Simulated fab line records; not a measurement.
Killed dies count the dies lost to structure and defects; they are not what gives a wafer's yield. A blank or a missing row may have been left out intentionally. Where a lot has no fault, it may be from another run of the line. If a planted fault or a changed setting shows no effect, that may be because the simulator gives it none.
Which tool is to blame? / flow nand harc / 13 lots, 39 wafers sampled, at 4 steps of a route of 1302

WHAT THE GAUGES READ, wafer by wafer
No reading from a measuring or inspecting step in the record can be judged against a usual standard deviation.

TOOL THAT RAN EACH LOT (tool first, then ch and the chambers of the sampled wafers, then the start)
lot=L558; NHARC_P_CONTACT_CMP_01=cmp-03 ch 0,3, day 5 23:36; NHARC_P_CONTACT_ETCH_18=rie diel-12 ch 0,1,2, day 6 02:22 or earlier; NHARC_P_CONTACT_PVD_32=pvd sputter-02, day 6 02:22; NHARC_P_CONTACT_ALD_22=ald metal-01 ch 1,3, day 6 02:45
lot=L559; NHARC_P_CONTACT_CMP_01=cmp-03 ch 0,1,3, day 6 03:04; NHARC_P_CONTACT_ETCH_18=rie diel-12 ch 0,1,2, day 6 06:08 or earlier; NHARC_P_CONTACT_PVD_32=pvd sputter-02, day 6 06:08; NHARC_P_CONTACT_ALD_22=ald metal-02 ch 1,2,3, day 6 06:14
lot=L560; NHARC_P_CONTACT_CMP_01=cmp-04 ch 0,1, day 6 15:58; NHARC_P_CONTACT_ETCH_18=rie diel-12 ch 0,2, day 6 18:52 or earlier; NHARC_P_CONTACT_PVD_32=pvd sputter-03, day 6 18:52; NHARC_P_CONTACT_ALD_22=ald metal-04 ch 1,2,3, day 6 19:01
lot=L561; NHARC_P_CONTACT_CMP_01=cmp-03 ch 0,1,2, day 6 22:02; NHARC_P_CONTACT_ETCH_18=rie diel-12 ch 0,1,2, day 7 01:03 or earlier; NHARC_P_CONTACT_PVD_32=pvd sputter-02, day 7 01:03; NHARC_P_CONTACT_ALD_22=ald metal-04 ch 0,1,3, day 7 01:26
lot=L568; NHARC_P_CONTACT_CMP_01=cmp-03 ch 0,1,3, day 9 21:06; NHARC_P_CONTACT_ETCH_18=rie diel-10 ch 0,1,3, day 9 23:47 or earlier; NHARC_P_CONTACT_PVD_32=pvd sputter-01, day 9 23:47; NHARC_P_CONTACT_ALD_22=ald metal-01 ch 0,1,3, day 9 23:54
lot=L570; NHARC_P_CONTACT_CMP_01=cmp-03 ch 0,1,2, day 10 16:55; NHARC_P_CONTACT_ETCH_18=rie diel-10 ch 0,1,3, day 10 19:41 or earlier; NHARC_P_CONTACT_PVD_32=pvd sputter-02, day 10 19:41; NHARC_P_CONTACT_ALD_22=ald metal-02 ch 0,1,3, day 10 19:47
lot=L571; NHARC_P_CONTACT_CMP_01=cmp-03 ch 0,1,2, day 11 06:52; NHARC_P_CONTACT_ETCH_18=rie diel-12 ch 0,2,3, day 11 09:27 or earlier; NHARC_P_CONTACT_PVD_32=pvd sputter-02, day 11 09:27; NHARC_P_CONTACT_ALD_22=ald metal-01 ch 0,1,2, day 11 09:35
lot=L572; NHARC_P_CONTACT_CMP_01=cmp-02 ch 0,2,3, day 11 23:09; NHARC_P_CONTACT_ETCH_18=rie diel-12 ch 0,1,2, day 12 01:47 or earlier; NHARC_P_CONTACT_PVD_32=pvd sputter-03, day 12 01:47; NHARC_P_CONTACT_ALD_22=ald metal-02 ch 0,2,3, day 12 01:55
lot=L573; NHARC_P_CONTACT_CMP_01=cmp-02 ch 0,3, day 12 00:01; NHARC_P_CONTACT_ETCH_18=rie diel-12 ch 0,3, day 12 02:38 or earlier; NHARC_P_CONTACT_PVD_32=pvd sputter-03, day 12 02:38; NHARC_P_CONTACT_ALD_22=ald metal-04 ch 0,1,2, day 12 02:48
lot=L574; NHARC_P_CONTACT_CMP_01=cmp-04 ch 0,1,2, day 12 10:55; NHARC_P_CONTACT_ETCH_18=rie diel-07 ch 0,1,3, day 12 13:38 or earlier; NHARC_P_CONTACT_PVD_32=pvd sputter-02, day 12 13:38; NHARC_P_CONTACT_ALD_22=ald metal-04 ch 0,2,3, day 12 13:46
lot=L576; NHARC_P_CONTACT_CMP_01=cmp-03 ch 0,2,3, day 13 08:47; NHARC_P_CONTACT_ETCH_18=rie diel-12 ch 1,2,3, day 13 11:26 or earlier; NHARC_P_CONTACT_PVD_32=pvd sputter-03, day 13 11:26; NHARC_P_CONTACT_ALD_22=ald metal-02 ch 1,2, day 13 11:34
lot=L577; NHARC_P_CONTACT_CMP_01=cmp-02 ch 1,3, day 13 18:34; NHARC_P_CONTACT_ETCH_18=rie diel-07 ch 1,3, day 13 21:10 or earlier; NHARC_P_CONTACT_PVD_32=pvd sputter-02, day 13 21:10; NHARC_P_CONTACT_ALD_22=ald metal-01 ch 0,2,3, day 13 21:19
lot=L581; NHARC_P_CONTACT_CMP_01=cmp-03 ch 2,3, day 15 15:56; NHARC_P_CONTACT_ETCH_18=rie diel-07 ch 0,2,3, day 15 18:46 or earlier; NHARC_P_CONTACT_PVD_32=pvd sputter-01, day 15 18:46; NHARC_P_CONTACT_ALD_22=ald metal-02 ch 0,1, day 15 18:55
- NHARC_P_CONTACT_CMP_01: polishes SiO2, target thk 200 nm.
- NHARC_P_CONTACT_ETCH_18: etches the open film in C4F8/O2/Ar, target depth 481 nm, time 240.5 s.
- NHARC_P_CONTACT_PVD_32: deposits Ti, target thk 5 nm, time 17.7 s.
- NHARC_P_CONTACT_ALD_22: deposits TiN, target thk 3 nm, pulse time 1 s, ald cycles 150.

WHAT THE TOOLS THEMSELVES READ (means of the sampled wafers that have a number; where no wafer has one, the mark that the record gives instead)
NHARC_P_CONTACT_CMP_01. Usual: motor current A 11.7 A, standard deviation 1.3; pad life wafers 188, standard deviation 100.
lot=L558; tool=cmp-03; motor current A (A)=12.3; pad life wafers=198; flag=
lot=L559; tool=cmp-03; motor current A (A)=11.4; pad life wafers=224; flag=
lot=L560; tool=cmp-04; motor current A (A)=11.6; pad life wafers=96; flag=
lot=L561; tool=cmp-03; motor current A (A)=11.1; pad life wafers=302; flag=
lot=L568; tool=cmp-03; motor current A (A)=11.8; pad life wafers=206; flag=
lot=L570; tool=cmp-03; motor current A (A)=11.0; pad life wafers=260; flag=
lot=L571; tool=cmp-03; motor current A (A)=10.9; pad life wafers=320; flag=
lot=L572; tool=cmp-02; motor current A (A)=11.6; pad life wafers=103; flag=
lot=L573; tool=cmp-02; motor current A (A)=12.9; pad life wafers=108; flag=
lot=L574; tool=cmp-04; motor current A (A)=11.6; pad life wafers=278; flag=
lot=L576; tool=cmp-03; motor current A (A)=11.4; pad life wafers=123; flag=
lot=L577; tool=cmp-02; motor current A (A)=13.9; pad life wafers=259; flag=
lot=L581; tool=cmp-03; motor current A (A)=12.2; pad life wafers=319; flag=

NHARC_P_CONTACT_ETCH_18. Usual: oes product au 0.955 a.u., standard deviation 0.023; rf vpp V 979 V, standard deviation 4.9.
lot=L558; tool=rie diel-12; oes product au (a.u.)=0.967; rf vpp V (V)=979; flag=
lot=L559; tool=rie diel-12; oes product au (a.u.)=0.929; rf vpp V (V)=979; flag=
lot=L560; tool=rie diel-12; oes product au (a.u.)=0.963; rf vpp V (V)=980; flag=
lot=L561; tool=rie diel-12; oes product au (a.u.)=0.957; rf vpp V (V)=979; flag=
lot=L568; tool=rie diel-10; oes product au (a.u.)=0.978; rf vpp V (V)=982; flag=
lot=L570; tool=rie diel-10; oes product au (a.u.)=0.974; rf vpp V (V)=981; flag=
lot=L571; tool=rie diel-12; oes product au (a.u.)=0.936; rf vpp V (V)=979; flag=
lot=L572; tool=rie diel-12; oes product au (a.u.)=0.972; rf vpp V (V)=980; flag=
lot=L573; tool=rie diel-12; oes product au (a.u.)=0.973; rf vpp V (V)=981; flag=
lot=L574; tool=rie diel-07; oes product au (a.u.)=0.913; rf vpp V (V)=983; flag=
lot=L576; tool=rie diel-12; oes product au (a.u.)=0.970; rf vpp V (V)=979; flag=
lot=L577; tool=rie diel-07; oes product au (a.u.)=0.968; rf vpp V (V)=981; flag=
lot=L581; tool=rie diel-07; oes product au (a.u.)=0.919; rf vpp V (V)=980; flag=

NHARC_P_CONTACT_PVD_32. Usual: 29.5 % for throttle valve pct, sd 0.87.
lot=L558; tool=pvd sputter-02; throttle valve pct (%)=29.1; flag=
lot=L559; tool=pvd sputter-02; throttle valve pct (%)=29.6; flag=
lot=L560; tool=pvd sputter-03; throttle valve pct (%)=29.7; flag=
lot=L561; tool=pvd sputter-02; throttle valve pct (%)=29.4; flag=
lot=L568; tool=pvd sputter-01; throttle valve pct (%)=28.5; flag=
lot=L570; tool=pvd sputter-02; throttle valve pct (%)=29.4; flag=
lot=L571; tool=pvd sputter-02; throttle valve pct (%)=29.9; flag=
lot=L572; tool=pvd sputter-03; throttle valve pct (%)=29.8; flag=
lot=L573; tool=pvd sputter-03; throttle valve pct (%)=30.2; flag=
lot=L574; tool=pvd sputter-02; throttle valve pct (%)=29.2; flag=
lot=L576; tool=pvd sputter-03; throttle valve pct (%)=30.4; flag=
lot=L577; tool=pvd sputter-02; throttle valve pct (%)=29.5; flag=
lot=L581; tool=pvd sputter-01; throttle valve pct (%)=27.8; flag=

NHARC_P_CONTACT_ALD_22. Usual: heater power w 1054 W, standard deviation 120; precursor pulse height rel 1.001, standard deviation 0.02.
lot=L558; tool=ald metal-01; heater power w (W)=1056; precursor pulse height rel=0.997; flag=
lot=L559; tool=ald metal-02; heater power w (W)=1088; precursor pulse height rel=1.011; flag=
lot=L560; tool=ald metal-04; heater power w (W)=1081; precursor pulse height rel=1.001; flag=
lot=L561; tool=ald metal-04; heater power w (W)=975; precursor pulse height rel=0.998; flag=
lot=L568; tool=ald metal-01; heater power w (W)=1014; precursor pulse height rel=1.005; flag=
lot=L570; tool=ald metal-02; heater power w (W)=1020; precursor pulse height rel=1.002; flag=
lot=L571; tool=ald metal-01; heater power w (W)=969; precursor pulse height rel=0.992; flag=
lot=L572; tool=ald metal-02; heater power w (W)=1053; precursor pulse height rel=0.998; flag=
lot=L573; tool=ald metal-04; heater power w (W)=1140; precursor pulse height rel=0.995; flag=
lot=L574; tool=ald metal-04; heater power w (W)=1115; precursor pulse height rel=1.009; flag=
lot=L576; tool=ald metal-02; heater power w (W)=1065; precursor pulse height rel=0.997; flag=
lot=L577; tool=ald metal-01; heater power w (W)=1033; precursor pulse height rel=1.009; flag=
lot=L581; tool=ald metal-02; heater power w (W)=1028; precursor pulse height rel=0.990; flag=

THE ANSWER, worked out from the rows above alone
Rule: a lot is off if the mean of its wafers that have a number lies more than 3 standard deviations from the usual mean. Also off: a lot with no number at a reading for which 4 or more lots have one. Any other lot the step has rows for is counted as sound. After the gauges, taken in route order, come the tools' own readings; for these a lot's mean is taken, as printed above. The first step at which some lot is off is used, and at that step the reading that is off furthest; a lot without a number counts as furthest.
No lot is off at any reading shown: from this, nothing can be told.

WHAT THE SIMULATOR HAD INSERTED
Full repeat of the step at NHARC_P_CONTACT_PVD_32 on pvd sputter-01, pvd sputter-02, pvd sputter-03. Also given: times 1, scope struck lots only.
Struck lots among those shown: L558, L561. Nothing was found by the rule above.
